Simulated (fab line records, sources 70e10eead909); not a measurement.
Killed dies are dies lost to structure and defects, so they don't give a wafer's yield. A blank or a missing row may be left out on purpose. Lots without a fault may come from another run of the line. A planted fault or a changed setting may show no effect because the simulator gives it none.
fab line records | flow nand_harc
record lots=5 wafers=15 last_day=23
route steps=1159 shown A_WL_FILL@820 A_CONTACT@840
lots that met no fault: from a run of the same line without faults
start_h: hours from the record's first day to the start of the lot's first wafer shown | wait_h: hours since the lot's step before | " the same as in the row above | L1.1+2: a row that stands for several wafers | - no value, or no start given | * or withheld: withheld | < > ~ a bound
route shown NAME@n: a module of which the file shows steps, and the number in the route of the first | usual: mean/standard deviation of fault-free wafers | same: alike in all rows | chamber/n: place in a boat | sites: the reading at each site | _std_site: their standard deviation | _edge_site: outer sites' mean less inner sites' | radius_mm: how far each site lies from the wafer's centre | mask NAME#n: copy n | behind: the tool/chamber that last shaped the wafer | hold: why the lot was held/for how many hours/how that ended | device: the transistor (n, p or np) that didn't switch | end of line: the same wafers' tests at the end of the route | a step without rows: its recipe alone | killed: dies lost to structure and defects at the first sort, not the wafer's yield | map: a wafer's dies, x killed, . not, _ none there
set.NAME: the setting as run; set.NAME@STEP: as run at that earlier step | model.NAME: the simulator's own value behind a step, which no gauge read
lots at some steps of the route; a table a step, a row a wafer
services: from which hour (start_h, from the record's first day; less than 0 if before it) a tool's chamber was out of use, for how many hours, and why
## steps
# step NHARC_A_WL_FILL_ANNEAL_08
# recipe temp_c=450 time_s=1800
# usual spike_tc_bottom_C=474.2/1.8 spike_tc_top_C=473.6/2.7 zone_power_upper_pct=5.71/0.26
# columns lot.wafer tool chamber start_h wait_h spike_tc_bottom_C spike_tc_top_C zone_power_upper_pct
L078.2 furnace-05 0 355.90 - 472.0 476.9 5.41
L078.3 " 0 " " 471.5 477.3 5.52
L078.6 " 0 " " 472.8 476.2 5.36
L079.1 furnace-05 0 364.48 - 471.9 475.8 5.59
L079.2 " 0 " " 472.4 476.5 5.53
L079.3 " 0 " " 471.7 476.6 5.49
L088.2 furnace-02 0 417.81 - 476.7 473.0 5.99
L088.3 " 0 " " 477.0 471.3 6.03
L088.6 " 0 " " 474.3 472.5 5.91
L089.1 furnace-05 0 433.73 - 472.1 474.9 5.49
L089.2 " 0 " " 472.5 477.8 5.47
L089.6 " 0 " " 470.3 476.1 5.49
L093.1 furnace-05 0 457.31 - 472.1 476.1 5.44
L093.2 " 0 " " 472.3 476.1 5.48
L093.5 " 0 " " 471.8 477.5 5.58
# step NHARC_A_WL_FILL_ALD_10
# recipe target_thk_a=500 pulse_time_s=10 ald_cycles=500 temp_c=300 material=SiO2
# usual heater_power_w=460/43 precursor_pulse_height_rel=1.001/0.021
# same ald_cycles=500
# columns lot.wafer tool chamber start_h wait_h heater_power_w precursor_pulse_height_rel since_wet_clean_h
L078.2 ald_hk-04 1 358.07 0.7 483 0.965 162
L078.3 " 3 359.09 1.8 440 1.010 163
L078.6 " 1 360.11 2.8 495 1.023 -
L079.2 ald_hk-01 0 365.99 0.1 446 0.984 127
L079.1 " 1 " " 492 0.999 127
L079.3 " 3 367.56 1.6 380 1.036 128
L088.2 ald_hk-01 2 422.89 3.6 441 1.009 6
L088.3 " 3 " " 345 1.018 6
L088.6 " 1 424.44 5.2 466 0.965 -
L089.2 ald_hk-04 0 436.25 1.1 462 0.967 62
L089.1 " 1 " " 503 1.011 63
L089.6 " 2 " " 433 1.069 -
L093.1 ald_hk-01 0 459.33 0.6 451 1.000 42
L093.2 " 1 " " 475 0.990 43
L093.5 " 3 460.87 2.1 357 0.991 -
# step NHARC_A_WL_FILL_ETCHBACK_16
# recipe target_depth_a=880 time_s=17.6 c4f8_flow_sccm=withheld o2_flow_sccm=8 ar_flow_sccm=withheld rf_w=600 bias_w=800 chemistry=C4F8/O2/Ar
# usual oes_product_au=0.99/0.03 rf_vpp_V=724/3.1
# columns lot.wafer tool chamber start_h wait_h oes_product_au rf_hours_counter_h rf_vpp_V
L078.3 rie_diel-01 1 - - 0.97 2.6 722
L078.2 " 2 " " 1.04 2.3 723
L078.6 " 0 " " 1.02 - 729
L079.2 rie_diel-10 2 - - 1.01 0.4 720
L079.1 " 3 " " 0.99 0.4 725
L079.3 " 0 " " 0.99 0.3 729
L088.2 rie_diel-01 2 - - 0.99 5.5 721
L088.3 " 3 " " 0.97 6.0 723
L088.6 " 1 " " 0.94 - 722
L089.2 rie_diel-10 3 - - 0.98 1.9 723
L089.1 " 0 " " 0.99 2.1 727
L089.6 " 3 " " 0.98 - 723
L093.1 rie_diel-11 1 - - 1.02 3.6 724
L093.2 " 2 " " 1.01 3.4 719
L093.5 " 0 " " 0.99 - 726
# step NHARC_A_WL_FILL_STRIP_29
# recipe time_s=20 o2_flow_sccm=500 ar_flow_sccm=0 bias_w=0 chemistry=O2
# usual drypump_motor_current_A=5.75/0.26 oes_product_au=1.000/0.021 rf_vpp_V=57.9/0.76 showerhead_plenum_p_Torr=3.55/0.1 throttle_valve_pct=17.035/0.0092
# columns lot.wafer tool chamber start_h wait_h drypump_motor_current_A oes_product_au rf_hours_counter_h rf_vpp_V showerhead_plenum_p_Torr throttle_valve_pct
L078.3 rie_diel-01 0 362.27 0.1 5.63 1.025 2.6 58.0 3.67 17.041
L078.2 " 2 " " 5.87 1.048 2.3 58.3 3.48 17.028
L078.6 " 1 " " 5.84 0.975 - 57.5 3.46 17.040
L079.3 rie_diel-10 0 370.78 0.1 5.23 0.984 0.3 57.7 3.68 17.038
L079.2 " 1 " " 5.78 1.013 0.4 57.7 3.52 17.034
L079.1 " 2 " " 6.13 0.987 0.4 57.6 3.42 17.040
L088.3 rie_diel-01 2 427.11 0.1 5.91 1.011 5.6 57.7 3.48 17.025
L088.2 " 0 " " 5.67 1.038 6.7 57.2 3.67 17.025
L088.6 " 2 " " 5.88 1.010 - 56.5 3.48 17.038
L089.2 rie_diel-10 0 439.94 0.1 5.20 0.996 2.1 57.8 3.68 17.037
L089.1 " 2 " " 6.08 0.996 2.0 57.7 3.41 17.022
L089.6 " 1 " " 5.79 0.991 - 57.0 3.52 17.032
L093.1 rie_diel-11 1 463.54 0.1 5.30 1.009 3.6 58.8 3.58 17.039
L093.2 " 0 " " 5.64 0.993 3.9 57.7 3.63 17.032
L093.5 " 2 " " 5.77 0.994 - 56.9 3.41 17.033
# step NHARC_A_WL_FILL_ETCHBACK_17
# recipe target_depth_a=40 time_s=26.7 chemistry=Cl2/BCl3
# usual drypump_motor_current_A=5.6/0.56 oes_product_au=1.005/0.0081
# columns lot.wafer tool chamber start_h wait_h drypump_motor_current_A oes_product_au rf_hours_counter_h
L078.2 rie_metal-01 1 362.35 - 6.5 1.011 0.8
L078.3 " 0 " " 5.0 1.005 -
L078.6 " 1 " " 6.5 1.007 -
L079.2 rie_metal-02 1 370.87 - 5.1 1.001 4.4
L079.1 " 0 " " 5.7 1.006 4.4
L079.3 " 0 " " 5.7 1.006 -
L088.2 rie_metal-03 0 427.22 - 5.8 0.998 4.2
L088.3 " 1 " " 5.4 0.999 -
L088.6 " 0 " " 5.9 1.010 -
L089.1 rie_metal-03 0 440.03 - 5.9 0.999 4.7
L089.2 " 1 " " 5.4 1.003 4.7
L089.6 " 1 " " 5.4 0.995 -
L093.1 rie_metal-03 0 463.63 - 5.9 1.002 0
L093.2 " 1 " " 5.4 1.000 0
L093.5 " 0 " " 5.8 1.001 -
# step NHARC_A_WL_FILL_PRECLEAN_18
# recipe time_s=30 chemistry=dHF
# columns lot.wafer tool chamber start_h wait_h
L078.2+6+3 wet_bench-07 4,6,7 362.54 0.2
L079.1+2+3 wet_bench-05 6,2,3 371.06 0.1
L088.3+2+6 wet_bench-05 0,1,3 427.40 0.1
L089.2+6+1 wet_bench-07 1,2,4 440.21 0.1
L093.2+5+1 wet_bench-05 2,5,6 463.81 0.1
# step NHARC_A_WL_FILL_SRD_21
# columns lot.wafer tool chamber start_h wait_h
L078.2+6+3 wet_bench-07 4,6,7 362.57 0.0
L079.1+2+3 wet_bench-05 6,2,3 371.08 0.0
L088.3+2+6 wet_bench-05 0,1,3 427.42 0.0
L089.2+6+1 wet_bench-07 1,2,4 440.24 0.0
L093.2+5+1 wet_bench-05 2,5,6 463.84 0.0
# step NHARC_A_WL_FILL_CVD_23
# recipe target_thk_a=400 temp_c=620 pressure_mtorr=200 time_s=800 material=poly-Si
# usual spike_tc_bottom_C=643.2/2.4 spike_tc_top_C=638/4.5 zone_power_upper_pct=9.3/0.64
# columns lot.wafer tool chamber start_h wait_h spike_tc_bottom_C spike_tc_top_C zone_power_upper_pct
L078.2 lpcvd_poly-03 0 365.17 2.6 639.5 633 9.1
L078.3 " 0 " " 640.7 633 9.2
L078.6 " 0 " " 641.7 634 9.1
L079.1 lpcvd_poly-03 0 373.68 2.6 640.5 636 9.0
L079.2 " 0 " " 640.6 634 9.0
L079.3 " 0 " " 640.8 633 9.2
L088.2 lpcvd_poly-02 0 429.71 2.3 643.7 637 8.5
L088.3 " 0 " " 644.6 633 8.4
L088.6 " 0 " " 646.4 635 8.4
L089.1 lpcvd_poly-02 0 442.49 2.3 643.9 634 8.5
L089.2 " 0 " " 645.1 634 8.5
L089.6 " 0 " " 645.6 635 8.5
L093.1 lpcvd_poly-04 0 466.26 2.4 645.2 643 9.9
L093.2 " 0 " " 643.9 643 10.0
L093.5 " 0 " " 643.5 642 9.9
# step NHARC_A_WL_FILL_ETCHBACK_26
# recipe target_depth_a=520 time_s=13.3 hbr_flow_sccm=150 rf_w=350 icp_w=350 bias_w=60 chemistry=HBr
# usual drypump_motor_current_A=5.9/0.5 oes_product_au=0.994/0.011 throttle_valve_pct=23.266/0.01
# columns lot.wafer tool chamber start_h wait_h drypump_motor_current_A oes_product_au rf_hours_counter_h throttle_valve_pct
L078.2 rie_si-05 0 367.74 0.4 5.9 0.975 1.0 23.278
L078.3 " 2 " " 5.8 1.000 1.0 23.283
L078.6 " 0 " " 5.9 0.984 - 23.253
L079.2 rie_si-04 3 376.27 0.4 6.0 0.986 0.7 23.242
L079.1 " 0 " " 5.6 0.999 0.5 23.282
L079.3 " 1 " " 6.3 0.965 0.7 23.267
L088.2 rie_si-05 1 432.29 0.4 6.4 1.012 0.1 23.265
L088.3 " 3 " " 5.2 1.005 0.1 23.271
L088.6 " 0 " " 5.9 1.005 - 23.262
L089.2 rie_si-05 0 445.06 0.4 5.9 0.978 0.1 23.268
L089.1 " 2 " " 5.8 0.993 0.1 23.259
L089.6 " 1 " " 6.4 1.002 - 23.276
L093.1 rie_si-04 3 468.85 0.4 6.0 1.003 0.0 23.254
L093.2 " 1 " " 6.3 0.980 0.1 23.266
L093.5 " 3 " " 6.0 1.008 - 23.262
# step NHARC_A_WL_FILL_PRECLEAN_30
# recipe time_s=10 chemistry=dHF
# columns lot.wafer tool chamber start_h wait_h
L078.2+6+3 wet_bench-07 2,3,5 367.88 0.1
L079.3+1+2 wet_bench-02 4,0,1 376.40 0.1
L088.3+2+6 wet_bench-05 6,7,2 432.45 0.1
L089.2+1+6 wet_bench-07 3,4,5 445.21 0.1
L093.5+2+1 wet_bench-05 3,5,7 469.02 0.1
# step NHARC_A_WL_FILL_SRD_14
# columns lot.wafer tool chamber start_h wait_h
L078.2+6+3 wet_bench-07 2,3,5 367.90 0.0
L079.3+1+2 wet_bench-02 4,0,1 376.43 0.0
L088.3+2+6 wet_bench-05 6,7,2 432.50 0.0
L089.2+1+6 wet_bench-07 3,4,5 445.23 0.0
L093.5+2+1 wet_bench-05 3,5,7 469.04 0.0
# step NHARC_A_WL_FILL_ALD_19
# recipe target_thk_a=20 pulse_time_s=3 ald_cycles=100 temp_c=450 material=TiN
# usual heater_power_w=1073/120 precursor_pulse_height_rel=1.002/0.021
# same ald_cycles=100
# columns lot.wafer tool chamber start_h wait_h heater_power_w precursor_pulse_height_rel since_wet_clean_h
L078.2 ald_metal-03 1 368.00 0.1 1141 1.021 36
L078.3 " 3 " " 1222 1.014 36
L078.6 " 1 " " 1125 0.967 -
L079.3 ald_metal-03 3 376.53 0.1 1224 0.986 45
L079.2 " 0 " " 1049 1.017 45
L079.1 " 2 " " 1100 1.028 45
L088.2 ald_metal-04 1 432.62 0.1 1201 0.965 17
L088.3 " 3 " " 912 1.030 17
L088.6 " 0 " " 967 0.989 -
L089.1 ald_metal-01 0 445.33 0.1 1010 0.989 155
L089.2 " 3 " " 805 1.012 155
L089.6 " 0 " " 986 0.992 -
L093.2 ald_metal-03 0 469.14 0.1 1042 0.985 137
L093.1 " 1 " " 1108 0.994 137
L093.5 " 0 " " 1047 0.978 -
# step NHARC_A_WL_FILL_CVD_20
# recipe target_thk_a=750 temp_c=300 pressure_torr=40 wf6_flow_sccm=40 h2_flow_sccm=1600 ar_flow_sccm=1560 time_s=5064 material=W
# usual heater_power_w=461/27 throttle_valve_pct=7.80/0.22
# columns lot.wafer tool chamber start_h wait_h heater_power_w since_wet_clean_h throttle_valve_pct
L078.2 cvd_w-02 0 - - 454 162 7.95
L078.3 " 1 " " 441 - 8.41
L078.6 " 0 " " 468 - 7.87
L079.1 cvd_w-01 1 - - 499 71 7.77
L079.2 " 0 " " 451 72 7.88
L079.3 " 0 " " 450 - 7.68
L088.2 cvd_w-02 1 - - 421 48 7.99
L088.3 " 0 " " 467 - 7.87
L088.6 " 1 " " 432 - 7.80
L089.2 cvd_w-02 0 - - 469 55 7.81
L089.1 " 1 " " 424 56 7.82
L089.6 " 1 " " 434 - 7.89
L093.1 cvd_w-01 1 - - 479 168 7.71
L093.2 " 0 " " 450 169 7.83
L093.5 " 0 " " 451 - 7.73
# step NHARC_A_WL_FILL_CMP_12
# recipe t_overpolish_s=30 target_thk_nm=75
# usual motor_current_A=12.2/1.2 overpolish_run_s=29.999/0.01 time_to_endpoint_s=16/4.1
# columns lot.wafer tool chamber start_h wait_h motor_current_A overpolish_run_s time_to_endpoint_s
L078.3 cmp-02 3 374.57 2.9 12.4 30.015 15
L078.2 " 1 " " 12.0 29.987 15
L078.6 " 2 " " 11.5 30.001 11
L079.3 cmp-01 1 381.76 2.2 11.1 29.998 20
L079.1 " 3 " " 11.6 29.997 16
L079.2 " 0 " " 11.7 30.003 20
L088.3 cmp-02 1 442.27 2.9 11.7 30.003 20
L088.2 " 3 " " 12.4 29.985 13
L088.6 " 2 " " 11.5 30.014 14
L089.1 cmp-04 0 450.58 3.6 13.0 30.006 21
L089.2 " 1 " " 11.1 29.988 14
L089.6 " 2 " " 12.8 29.969 15
L093.1 cmp-04 2 478.72 4.4 14.4 29.998 14
L093.2 " 3 " " 11.1 30.016 21
L093.5 " 1 " " 12.1 29.978 18
# step NHARC_A_WL_FILL_SRD_31
# columns lot.wafer tool chamber start_h wait_h
L078.6+2+3 wet_bench-02 3,4,5 374.87 0.0
L079.3+2+1 wet_bench-02 5,7,2 382.09 0.0
L088.6+2+3 wet_bench-05 7,2,3 442.59 0.0
L089.2+1+6 wet_bench-05 1,2,3 450.85 0.0
L093.1+5+2 wet_bench-07 3,5,6 479.00 0.0
# step NHARC_A_WL_FILL_INSPECT_15
# usual raw_defect_count=422/120
# columns lot.wafer tool chamber start_h wait_h raw_defect_count
L078.2 defect_inspect-02 - 375.01 0.0 470
L078.3 " - " " 244
L078.6 " - " " 454
L079.1 defect_inspect-01 - 382.26 0.0 253
L079.2 " - " " 282
L079.3 " - " " 303
L088.2 defect_inspect-02 - 442.76 0.0 335
L088.3 " - " " 400
L088.6 " - " " 383
L089.1 defect_inspect-02 - 450.99 0.0 369
L089.2 " - " " 513
L089.6 " - " " 642
L093.1 defect_inspect-01 - 479.16 0.0 383
L093.2 " - " " 254
L093.5 " - " " 257
# step NHARC_A_CONTACT_DEP_24
# recipe target_thk_a=5000 temp_c=400 pressure_torr=6.5 rf_w=900 teos_flow_sccm=161.4 flow_sccm=2650 target_thk_nm=500 gas=O2 material=SiO2
# usual heater_power_w=522/93 throttle_valve_pct=15.9/0.69
# columns lot.wafer tool chamber start_h wait_h heater_power_w since_wet_clean_h throttle_valve_pct
L078.3 pecvd-03 1 375.14 0.1 447 70 14.9
L078.2 " 2 " " 514 70 15.9
L078.6 " 1 " " 481 - 15.1
L079.2 pecvd-01 2 382.33 0.1 540 132 15.2
L079.1 " 0 " " 555 132 15.4
L079.3 " 1 " " 528 133 16.0
L088.2 pecvd-03 1 442.83 0.1 456 137 15.0
L088.3 " 2 " " 446 137 15.7
L088.6 " 1 " " 473 - 15.2
L089.2 pecvd-04 1 451.06 0.1 680 62 16.0
L089.1 " 2 " " 586 62 16.9
L089.6 " 1 " " 702 - 16.2
L093.1 pecvd-01 0 479.23 0.1 565 48 15.3
L093.2 " 1 " " 601 48 16.3
L093.5 " 0 " " 598 - 15.3
# step NHARC_A_CONTACT_DEP_28
# recipe target_thk_a=36000 temp_c=400 material=aC
# usual throttle_valve_pct=34.999/0.0093
# columns lot.wafer tool chamber start_h wait_h throttle_valve_pct
L078.2 acl_dep-01 0 376.04 0.4 35.012
L078.3 " 0 " " 34.992
L078.6 " 0 377.49 1.9 34.988
L079.1 acl_dep-01 0 384.21 1.3 34.998
L079.2 " 0 " " 35.021
L079.3 " 0 " " 34.994
L088.2 acl_dep-01 0 444.46 1.1 35.012
L088.3 " 0 " " 34.996
L088.6 " 0 445.92 2.5 35.003
L089.1 acl_dep-01 0 452.10 0.5 35.009
L089.2 " 0 " " 34.996
L089.6 " 0 453.94 2.3 34.987
L093.1 acl_dep-02 0 479.90 0.1 35.001
L093.2 " 0 " " 34.997
L093.5 " 0 481.37 1.6 34.993
# step NHARC_A_CONTACT_DEP_29
# recipe target_thk_a=700 target_thk_nm=70 temp_c=400 pressure_torr=3.5 flow_sccm=200 rf_w=350 material=SiON
# usual heater_power_w=728/82
# columns lot.wafer tool chamber start_h wait_h heater_power_w since_wet_clean_h
L078.2 pecvd-01 2 377.96 1.6 776 128
L078.3 " 0 " " 673 128
L078.6 " 1 " " 717 -
L079.2 pecvd-01 2 386.58 1.7 772 137
L079.1 " 0 " " 663 137
L079.3 " 1 " " 753 137
L088.3 pecvd-04 1 446.31 1.1 874 57
L088.2 " 0 " " 610 57
L088.6 " 1 " " 870 -
L089.2 pecvd-01 1 454.36 1.5 803 23
L089.1 " 2 " " 654 23
L089.6 " 1 " " 803 -
L093.2 pecvd-01 1 482.16 1.5 742 51
L093.1 " 2 " " 642 51
L093.5 " 1 " " 754 -
# step NHARC_A_CONTACT_DEHYDRATE_32
# recipe temp_c=150 time_s=120
# columns lot.wafer tool chamber start_h wait_h
L078.2+3+6 litho_track-04 0 378.23 0.2
L079.1+2+3 litho_track-04 0 386.85 0.2
L088.2+3+6 litho_track-06 0 446.59 0.2
L089.1+2+6 litho_track-04 0 454.60 0.2
L093.1+2+5 litho_track-04 0 482.40 0.2
# step NHARC_A_CONTACT_HMDS_33
# recipe time_s=30
# columns lot.wafer tool chamber start_h wait_h
L078.2+3+6 litho_track-04 0 - -
L079.1+2+3 litho_track-04 0 - -
L088.2+3+6 litho_track-06 0 - -
L089.1+2+6 litho_track-04 0 - -
L093.1+2+5 litho_track-04 0 - -
# step NHARC_A_CONTACT_COAT_34
# recipe temp_c=260 time_s=75
# columns lot.wafer tool chamber start_h wait_h
L078.2+3+6 litho_track-04 0 - -
L079.1+2+3 litho_track-04 0 - -
L088.2+3+6 litho_track-06 0 - -
L089.1+2+6 litho_track-04 0 - -
L093.1+2+5 litho_track-04 0 - -
# step NHARC_A_CONTACT_COAT_35
# recipe temp_c=225 time_s=65
# columns lot.wafer tool chamber start_h wait_h
L078.2+3+6 litho_track-04 0 - -
L079.1+2+3 litho_track-04 0 - -
L088.2+3+6 litho_track-06 0 - -
L089.1+2+6 litho_track-04 0 - -
L093.1+2+5 litho_track-04 0 - -
# step NHARC_A_CONTACT_COAT_36
# recipe spin_rpm=1500 resist_thk_nm=90
# columns lot.wafer tool chamber start_h wait_h
L078.2+3+6 litho_track-04 0 - -
L079.1+2+3 litho_track-04 0 - -
L088.2+3+6 litho_track-06 0 - -
L089.1+2+6 litho_track-04 0 - -
L093.1+2+5 litho_track-04 0 - -
# step NHARC_A_CONTACT_SOFTBAKE_37
# recipe temp_c=105 time_s=55
# columns lot.wafer tool chamber start_h wait_h
L078.2+3+6 litho_track-04 0 - -
L079.1+2+3 litho_track-04 0 - -
L088.2+3+6 litho_track-06 0 - -
L089.1+2+6 litho_track-04 0 - -
L093.1+2+5 litho_track-04 0 - -
# step NHARC_A_CONTACT_EBR_38
# columns lot.wafer tool chamber start_h wait_h
L078.2+3+6 litho_track-04 0 - -
L079.1+2+3 litho_track-04 0 - -
L088.2+3+6 litho_track-06 0 - -
L089.1+2+6 litho_track-04 0 - -
L093.1+2+5 litho_track-04 0 - -
# step NHARC_A_CONTACT_EXPOSE_39
# recipe na=1.35 sigma_outer=0.8 dose_mj=58.79 mask_id=A_CC_3
# columns lot.wafer tool chamber start_h wait_h mask
L078.2+3+6 arfi_scanner-03 0 378.54 - A_CC_3#0
L079.1+2+3 arfi_scanner-01 0 387.04 - A_CC_3#0
L088.2+3+6 arfi_scanner-01 0 446.78 - A_CC_3#0
L089.1+2+6 arfi_scanner-02 0 454.91 - A_CC_3#0
L093.1+2+5 arfi_scanner-01 0 482.71 - A_CC_3#0
# step NHARC_A_CONTACT_PEB_40
# recipe peb_temp_c=100 peb_time_s=65
# columns lot.wafer tool chamber start_h wait_h
L078.2+3+6 litho_track-06 0 378.60 0.1
L079.1+2+3 litho_track-04 0 387.10 0.1
L088.2+3+6 litho_track-06 0 446.83 0.1
L089.1+2+6 litho_track-01 0 454.97 0.1
L093.1+2+5 litho_track-06 0 482.77 0.1
# step NHARC_A_CONTACT_DEVELOP_41
# recipe develop_time_s=35 dev_temp_c=23
# same develop_time_s=35
# columns lot.wafer tool chamber start_h wait_h
L078.2+3+6 litho_track-06 0 - -
L079.1+2+3 litho_track-04 0 - -
L088.2+3+6 litho_track-06 0 - -
L089.1+2+6 litho_track-01 0 - -
L093.1+2+5 litho_track-06 0 - -
# step NHARC_A_CONTACT_CD_MEAS_42
# recipe target_cd_nm=200 landing_energy_ev=500
# usual cd_nm=200.4/0.66
# columns lot.wafer tool chamber start_h wait_h cd_nm
L078.2 cd_sem-02 0 378.68 - 199.4
L078.3 " 0 " " 199.1
L078.6 " 0 " " 199.5
L079.1 cd_sem-03 0 387.18 - 200.9
L079.2 " 0 " " 200.6
L079.3 " 0 " " 200.8
L088.2 cd_sem-02 0 446.91 - 200.4
L088.3 " 0 " " 200.1
L088.6 " 0 " " 199.9
L089.1 cd_sem-01 0 455.05 - 200.1
L089.2 " 0 " " 200.5
L089.6 " 0 " " 199.9
L093.1 cd_sem-03 0 482.85 - 199.9
L093.2 " 0 " " 200.3
L093.5 " 0 " " 198.9
# step NHARC_A_CONTACT_OVL_MEAS_43
# usual overlay_x_nm=0.0/0.87 overlay_y_nm=-0.2/0.76
# columns lot.wafer tool chamber start_h wait_h overlay_x_nm overlay_y_nm
L078.2 overlay-02 - 378.77 - -0.7 -1.4
L078.3 " - " " -1.3 -1.8
L078.6 " - " " -1.3 -1.9
L079.1 overlay-01 - 387.27 - 0.0 0.5
L079.2 " - " " -0.5 -0.1
L079.3 " - " " -0.4 -0.5
L088.2 overlay-02 - 447.00 - -0.2 0.9
L088.3 " - " " 0.1 0.5
L088.6 " - " " -0.3 0.4
L089.1 overlay-02 - 455.14 - -0.5 -0.2
L089.2 " - " " -0.1 0.2
L089.6 " - " " 0.2 -0.5
L093.1 overlay-02 - 482.94 - 1.4 -0.3
L093.2 " - " " 1.5 -0.8
L093.5 " - " " 1.6 -0.7
# step NHARC_A_CONTACT_INSPECT_44
# usual raw_defect_count=28/13
# columns lot.wafer tool chamber start_h wait_h raw_defect_count
L078.2 defect_inspect-02 - 378.80 0.0 20
L078.3 " - " " 20
L078.6 " - " " 16
L079.1 defect_inspect-01 - 387.30 0.0 16
L079.2 " - " " 17
L079.3 " - " " 31
L088.2 defect_inspect-01 - 447.03 0.0 43
L088.3 " - " " 40
L088.6 " - " " 33
L089.1 defect_inspect-01 - 455.18 0.0 46
L089.2 " - " " 56
L089.6 " - " " 53
L093.1 defect_inspect-01 - 482.98 0.0 17
L093.2 " - " " 12
L093.5 " - " " 14
# step NHARC_A_CONTACT_DESCUM_47
# recipe time_s=3 o2_flow_sccm=200 ar_flow_sccm=0 bias_power_w=0 chemistry=O2
# usual drypump_motor_current_A=6.0/0.48 oes_product_au=1.001/0.013 rf_vpp_V=57.6/0.89 showerhead_plenum_p_Torr=1.87/0.087 throttle_valve_pct=11.312/0.0093
# columns lot.wafer tool chamber start_h wait_h drypump_motor_current_A oes_product_au rf_hours_counter_h rf_vpp_V showerhead_plenum_p_Torr throttle_valve_pct
L078.3 rie_diel-12 1 378.95 0.1 6.0 1.004 30 57.7 1.87 11.325
L078.2 " 2 " " 5.4 0.973 30 59.5 1.92 11.329
L078.6 " 2 " " 5.4 0.982 - 58.5 1.92 11.317
L079.2 rie_diel-05 2 387.38 0.1 6.3 0.998 13 58.0 2.05 11.306
L079.3 " 3 " " 4.8 0.993 13 56.5 1.85 11.319
L079.1 " 1 " " 6.0 1.018 12 56.3 1.83 11.312
L088.2 rie_diel-12 3 447.10 0.1 6.3 1.018 10 57.0 1.78 11.316
L088.3 " 2 " " 5.4 0.987 9 58.6 1.91 11.307
L088.6 " 0 " " 6.6 0.999 - 57.2 1.89 11.321
L089.2 rie_diel-05 1 455.24 0.1 6.0 1.029 31 57.7 1.82 11.292
L089.1 " 2 " " 6.3 0.998 38 58.9 2.04 11.313
L089.6 " 3 " " 4.8 0.994 - 58.0 1.84 11.324
L093.2 rie_diel-12 3 483.04 0.1 6.3 1.020 18 57.0 1.77 11.318
L093.1 " 2 " " 5.4 0.990 17 59.2 1.91 11.299
L093.5 " 1 " " 6.0 1.005 - 57.3 1.87 11.311
# step NHARC_A_CONTACT_ETCH_48
# recipe target_depth_a=390 over_etch_frac=0.3 time_s=65 ion_energy_ev=80 cf4_flow_sccm=150 ar_flow_sccm=0 rf_w=300 bias_w=100 chemistry=CF4
# usual drypump_motor_current_A=6.0/0.51 oes_product_au=1.000/0.013 rf_vpp_V=150.9/1.3 showerhead_plenum_p_Torr=1.74/0.078 throttle_valve_pct=13.283/0.009
# columns lot.wafer tool chamber start_h wait_h drypump_motor_current_A oes_product_au rf_hours_counter_h rf_vpp_V showerhead_plenum_p_Torr throttle_valve_pct
L078.2 rie_diel-12 3 379.10 0.1 6.3 1.020 31 151.0 1.65 13.282
L078.3 " 2 " " 5.4 0.979 30 152.7 1.77 13.286
L078.6 " 0 " " 6.6 1.001 - 151.6 1.75 13.277
L079.3 rie_diel-05 2 387.52 0.1 6.4 1.002 13 152.0 1.89 13.273
L079.1 " 3 " " 4.8 0.997 13 149.5 1.71 13.278
L079.2 " 0 " " 5.9 0.991 12 151.0 1.66 13.279
L088.2 rie_diel-12 2 447.21 0.1 5.4 0.991 9 150.8 1.77 13.289
L088.3 " 3 " " 6.3 1.019 10 149.1 1.65 13.288
L088.6 " 2 " " 5.4 0.987 - 150.4 1.77 13.286
L089.1 rie_diel-05 2 455.59 0.3 6.3 0.996 38 153.9 1.88 13.288
L089.2 " 3 " " 4.8 0.994 38 150.2 1.70 13.281
L089.6 " 2 " " 6.3 0.998 - 152.3 1.88 13.281
L093.2 rie_diel-12 2 483.29 0.2 5.4 0.983 17 150.7 1.77 13.283
L093.1 " 3 " " 6.3 1.006 18 150.2 1.65 13.301
L093.5 " 2 " " 5.4 0.984 - 149.7 1.77 13.274
# step NHARC_A_CONTACT_ETCH_49
# recipe target_depth_a=2600 over_etch_frac=0.3 time_s=475.3 ion_energy_ev=200 n2_flow_sccm=150 h2_flow_sccm=150 ar_flow_sccm=0 rf_w=400 bias_w=150 chemistry=N2/H2
# usual drypump_motor_current_A=6.0/0.49 oes_product_au=1.000/0.012 rf_vpp_V=429.3/2.7 showerhead_plenum_p_Torr=2.00/0.097 throttle_valve_pct=14.171/0.0095
# columns lot.wafer tool chamber start_h wait_h drypump_motor_current_A oes_product_au rf_hours_counter_h rf_vpp_V showerhead_plenum_p_Torr throttle_valve_pct
L078.3 rie_diel-12 1 - - 6.0 1.007 30 428.6 2.00 14.174
L078.2 " 2 " " 5.4 0.979 30 429.5 2.04 14.176
L078.6 " 0 " " 6.6 1.002 - 429.9 2.01 14.184
L079.1 rie_diel-05 1 - - 6.0 1.022 12 427.8 1.95 14.158
L079.3 " 2 " " 6.3 0.988 13 435.1 2.19 14.155
L079.2 " 3 " " 4.8 1.001 13 428.4 1.97 14.181
L088.2 rie_diel-12 2 - - 5.4 0.992 9 431.3 2.04 14.156
L088.3 " 0 " " 6.6 0.989 11 429.4 2.01 14.162
L088.6 " 2 " " 5.4 0.984 - 430.7 2.04 14.182
L089.1 rie_diel-05 1 - - 6.0 1.017 31 426.3 1.94 14.186
L089.2 " 2 " " 6.4 0.990 38 435.0 2.18 14.166
L089.6 " 3 " " 4.8 0.984 - 430.4 1.96 14.174
L093.2 rie_diel-12 1 - - 6.0 1.006 14 429.3 1.99 14.168
L093.1 " 2 " " 5.4 0.988 17 429.3 2.04 14.180
L093.5 " 0 " " 6.6 0.987 - 430.4 2.01 14.177
## services
# columns tool chamber start_h hours kind
arfi_scanner-01 - 337.07 5.1 repair
rie_diel-05 - 340.75 9.0 pm
wet_bench-02 - 350.34 3.7 repair
rie_diel-10 - 353.50 9.0 pm
rie_si-05 1 354.26 4.5 repair
wet_bench-02 - 356.00 8.0 pm
rie_metal-03 - 361.77 0.6 repair
rie_diel-12 3 367.26 4.9 repair
arfi_scanner-01 - 368.00 4.0 pm
wet_bench-05 - 372.80 8.0 pm
cvd_w-02 - 377.78 13.0 pm
rie_diel-12 - 379.64 9.0 pm
furnace-05 - 404.00 26.0 pm
pecvd-01 1 411.68 3.7 repair
pecvd-01 - 418.00 13.0 pm
wet_bench-05 - 421.49 2.0 repair
rie_diel-05 1 439.54 9.8 repair
rie_diel-12 1 441.76 11.6 repair
wet_bench-07 - 448.00 8.0 pm
rie_diel-05 0 452.51 7.6 repair
rie_diel-05 - 452.60 2.0 repair
litho_track-06 - 467.00 7.0 pm
acl_dep-01 - 475.52 13.0 pm
rie_diel-12 0 478.21 5.0 repair
## key
fault none
